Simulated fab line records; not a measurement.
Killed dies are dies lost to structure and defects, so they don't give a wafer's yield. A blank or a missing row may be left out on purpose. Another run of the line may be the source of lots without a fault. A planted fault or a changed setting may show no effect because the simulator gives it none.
8D (eight disciplines) problem report, filled in by code :: flow n5 finfet :: the parts of the form that need people (team, actions taken, sign-off) are left out

1. WHAT WENT WRONG
Mean of rf fwd power W at N5_BEOL_M7_ETCH_41: 486.9 W across 6 wafers in 2 lots; on wafers with no fault it is 391.7 W (standard deviation 1.6). Measured from the usual mean, that is +59 standard deviations.
The step: etches SiCN in CH3F/O2, target depth 31.9 nm, time 57.8 s.
First seen on wafer L398.1, day 15 03:34, on rie diel-01. The record holds 18 wafers of 6 lots with a number at this step. The rule behind "out" and "out of limits": a value lying over 4 standard deviations away from the usual mean. The other wafers with a number count as sound.

2. WHAT IT IS; WHAT IT IS NOT
question: which readings at this step
is: rf fwd power W, rf vpp V
is not: chamber pressure mTorr, drypump motor current A, oes product au, showerhead plenum p Torr, throttle valve pct

question: which lots
is: L398, L399
is not: L379, L391, L397, L400

question: which wafers of those lots
is: all that have a number
is not: -

question: read on which tools
is: rie diel-01
is not: rie diel-03

question: when
is: from day 15 03:34
is not: up to then (9 sound wafers); but 3 sound wafers of L400 came after

3. SUSPECTS, AND WHAT RULES EACH OUT
Counting: a tool at any process step up to the reading remains a suspect when it ran all the lots that are out and ran no sound lot after the first of those.
- rie diel-01 at N5_BEOL_M7_ETCH_72 (etches underlayer in N2/H2, target depth 6.5 nm, time 5.2 s): kept. It processed each lot that is out, first L398 at day 15 03:18, and no sound lot thereafter; up to then, the last sound lot it processed was L391 at day 12 17:05.
- rie diel-01 at N5_BEOL_M7_ETCH_65 (etches SiARC in CF4, target depth 15.6 nm, time 26 s): kept. It processed each lot that is out, first L398 at day 15 03:19, and no sound lot thereafter; up to then, the last sound lot it processed was L391 at day 12 17:07.
- rie diel-01 at N5_BEOL_M7_ETCH_66 (etches SOC in N2/H2, target depth 80 nm, overetch 16 nm, time 120 s): kept. It processed each lot that is out, first L398 at day 15 03:21, and no sound lot thereafter; up to then, the last sound lot it processed was L391 at day 12 17:08.
- rie diel-01 at N5_BEOL_M7_VIA_ETCH_34 (etches SiCOH lowk in C4F6/O2, target depth 125.5 nm, time 50.5 s): kept. It processed each lot that is out, first L398 at day 15 03:27, and no sound lot thereafter; up to then, the last sound lot it processed was L391 at day 12 17:14.
- rie diel-01 at N5_BEOL_M7_STRIP_36 (strips in N2/H2): kept. It processed each lot that is out, first L398 at day 15 03:30, and no sound lot thereafter; up to then, the last sound lot it processed was L391 at day 12 17:17.
- rie diel-01 at N5_BEOL_M7_ETCH_41 (etches SiCN in CH3F/O2, target depth 31.9 nm, time 57.8 s): kept. It processed each lot that is out, first L398 at day 15 03:34, and no sound lot thereafter; up to then, the last sound lot it processed was L391 at day 12 17:22. Out on those wafers are its own readings of rf fwd power W, rf vpp V.
Left after counting: rie diel-01 at N5_BEOL_M7_ETCH_72, rie diel-01 at N5_BEOL_M7_ETCH_65, rie diel-01 at N5_BEOL_M7_ETCH_66, rie diel-01 at N5_BEOL_M7_VIA_ETCH_34, rie diel-01 at N5_BEOL_M7_STRIP_36, rie diel-01 at N5_BEOL_M7_ETCH_41.

4. THE CAUSE (what the simulator had put in)
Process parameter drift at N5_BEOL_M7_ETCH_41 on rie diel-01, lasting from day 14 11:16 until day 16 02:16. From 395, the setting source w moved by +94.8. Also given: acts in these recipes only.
This tool is one of the 6 suspects left after counting.

5. THE CHAIN OF EFFECTS, in route order
Each row: a reading whose mean over the struck wafers that have a number lies more than 3 standard deviations from the usual. Only readings whose record carries a usual standard deviation are examined. hours: median over the lots of the time between each lot's start at the first step of this table that gives one and its start at this step. sigmas: the change, counted in usual standard deviations.
hours: 0
step: N5_BEOL_M7_ETCH_41
reading: rf fwd power W
usual: 391.7 W
on struck wafers: 486.9
change: +95.2
sigmas: +59

hours: 0
step: N5_BEOL_M7_ETCH_41
reading: rf vpp V
usual: 297.4 V
on struck wafers: 277.5
change: -19.9
sigmas: -14
Its process steps:
- N5_BEOL_M7_ETCH_41: etches SiCN in CH3F/O2, target depth 31.9 nm, time 57.8 s.

6. WHAT WOULD HAVE CAUGHT IT SOONER
In this record the first reading out of limits was taken at day 15 03:34, 16 hours after the fault began at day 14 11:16.
